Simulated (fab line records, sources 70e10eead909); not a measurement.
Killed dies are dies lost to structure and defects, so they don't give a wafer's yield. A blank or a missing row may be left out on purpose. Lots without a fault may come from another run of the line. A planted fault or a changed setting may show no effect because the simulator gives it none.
A struck lot beside a sound one | flow nand_harc | 29 steps out of a route of 1302
Sound: wafers L936.1, L936.5, L936.6. Struck: wafers L945.1, L945.3, L945.6. The cause comes at the end.
At each step with rows: each side's tool, then ch and its chambers, then its first start. Under that, the readings that differ: sound wafers | struck wafers | difference of the means | sigmas: that difference in standard deviations of wafers without a fault.
alike: readings whose means differ by less than 2 such deviations, and words and numbers that are the same on both sides. not compared: withheld readings, readings that some wafer has no value for, bounds like >300 that may hide the same value, and numbers for which the record gives no deviation and whose values overlap.
The two part at a step that has a row with sigmas, a row that says differs or no value, or rows on one side only. Numbers that don't overlap but have no deviation are shown without sigmas and don't part them. A reading that every wafer of one side lacks parts them only if that side has two wafers or more.

first, 7 steps without rows for these wafers: NHARC_A_ZERO_WELL_COAT_18 (time 65 s); NHARC_A_ZERO_WELL_COAT_04 (resist thk 600 nm); NHARC_A_ZERO_WELL_SOFTBAKE_05 (time 70 s); NHARC_A_ZERO_WELL_EBR_06; NHARC_A_ZERO_WELL_EXPOSE_07 (exposes mask A ZERO); NHARC_A_ZERO_WELL_PEB_08 (peb time 80 s); NHARC_A_ZERO_WELL_DEVELOP_09 (time 50 s).
NHARC_A_ZERO_WELL_CD_MEAS_10: target cd 2000 nm.
  sound on cd_sem-01 ch 0, day 7 12:08; struck on cd_sem-02 ch 0, day 11 15:35
  alike: cd_nm
then, 1 step without rows for these wafers: NHARC_A_ZERO_WELL_HARDBAKE_11 (time 65 s).
NHARC_A_ZERO_WELL_DESCUM_12: chemistry O2, time 3 s.
  sound on rie_diel-06 ch 0,1,2, day 7 12:19; struck on rie_diel-10 ch 1,3, day 11 15:45
  alike: drypump_motor_current_A, oes_product_au, rf_vpp_V, showerhead_plenum_p_Torr, throttle_valve_pct
  not compared: rf_hours_counter_h
NHARC_A_ZERO_WELL_ETCH_19: etches the open film in N2/H2, target depth 80 nm, overetch 24 nm, time 87.88 s.
  sound on rie_diel-06 ch 1,2, day 7 12:23; struck on rie_diel-10 ch 0,2, day 11 15:50
  alike: drypump_motor_current_A, oes_product_au, rf_vpp_V, showerhead_plenum_p_Torr, throttle_valve_pct
  not compared: rf_hours_counter_h
NHARC_A_ZERO_WELL_ETCH_13: etches the open film in HBr/Cl2, target depth 120 nm, time 40.1 s.
  sound on rie_si-02 ch 0,2,3, day 7 12:31; struck on rie_si-04 ch 0,2, day 11 15:58
  reading                     | sound       | struck      | difference | sigmas
  drypump_motor_current_A (A) | 6.1 6.4 5.8 | 5.3 4.8 4.8 | -1.1       | -2
  alike: oes_product_au, throttle_valve_pct
  not compared: rf_hours_counter_h
NHARC_A_ZERO_WELL_STRIP_14: strips in SPM, time 900 s.
  sound on wet_bench-04 ch 0,2,6, day 7 12:38; struck on wet_bench-04 ch 1,3,6, day 11 16:06
then, 3 steps without rows for these wafers: NHARC_A_ZERO_WELL_IMPLANT_15; NHARC_A_ZERO_WELL_PRECLEAN_22 (cleans in SC1, time 60 s); NHARC_A_ZERO_WELL_SRD_23.
NHARC_A_ZERO_WELL_RTA_16: time 10 s.
  sound on rtp_anneal-02 ch 0, day 7 13:24; struck on rtp_anneal-01 ch 0, day 11 16:51
  alike: lamp_power_pct, wafer_temp_C_max
NHARC_A_ZERO_WELL_INSPECT_17:
  sound on defect_inspect-01, day 7 13:36; struck on defect_inspect-02, day 11 17:02
  reading          | sound   | struck      | difference | sigmas
  raw_defect_count | 6 16 11 | 308 308 341 | +308       | +58
then, 3 steps without rows for these wafers: NHARC_A_SOURCE_PLATE_PRECLEAN_00 (cleans in HF-LAST, time 60 s); NHARC_A_SOURCE_PLATE_SRD_01; NHARC_A_SOURCE_PLATE_OXIDE_02 (material SiO2, target thk 10 nm, ox time 1362 s).
NHARC_A_SOURCE_PLATE_THK_MEAS_09: measures by ellipsometry.
  sound on film_metro-02, day 7 23:17; struck on film_metro-01, day 12 01:37
  alike: thk_nm
then, 3 steps without rows for these wafers: NHARC_A_SOURCE_PLATE_PVD_04 (deposits WSi2, target thk 50 nm); NHARC_A_SOURCE_PLATE_CVD_03 (deposits poly-Si, target thk 200 nm, time 4000 s); NHARC_A_SOURCE_PLATE_ANNEAL_05 (time 1800 s).
NHARC_A_SOURCE_PLATE_THK_MEAS_06: measures by ellipsometry.
  sound on film_metro-02, day 8 12:05; struck on film_metro-02, day 12 14:26
  reading     | sound             | struck            | difference | sigmas
  thk_nm (nm) | 199.2 196.7 192.6 | 200.5 202.2 200.2 | +4.8       | +2
NHARC_A_SOURCE_PLATE_INSPECT_08:
  sound on defect_inspect-01, day 8 12:10; struck on defect_inspect-02, day 12 14:29
  reading          | sound    | struck      | difference | sigmas
  raw_defect_count | 49 43 56 | 351 333 387 | +308       | +14
then, 1 step without rows for these wafers: NHARC_A_ONON_D1_DEP_00 (target thk 1000 nm).
-- the record jumps here: 17 days lie between the struck wafers' starts before and after (it left off in module A_ONON_D1 and takes up again in module END, whose first step shown is number 1302 of the route) --
NHARC_END_SORT_01:
  the record has rows for the struck wafers here (prober-02 ch 0, day 29 03:20) and none for the sound ones

WHERE THEY PART
First at NHARC_A_ZERO_WELL_ETCH_13; last, within this record, at NHARC_END_SORT_01.

WHY: what the simulator had put in
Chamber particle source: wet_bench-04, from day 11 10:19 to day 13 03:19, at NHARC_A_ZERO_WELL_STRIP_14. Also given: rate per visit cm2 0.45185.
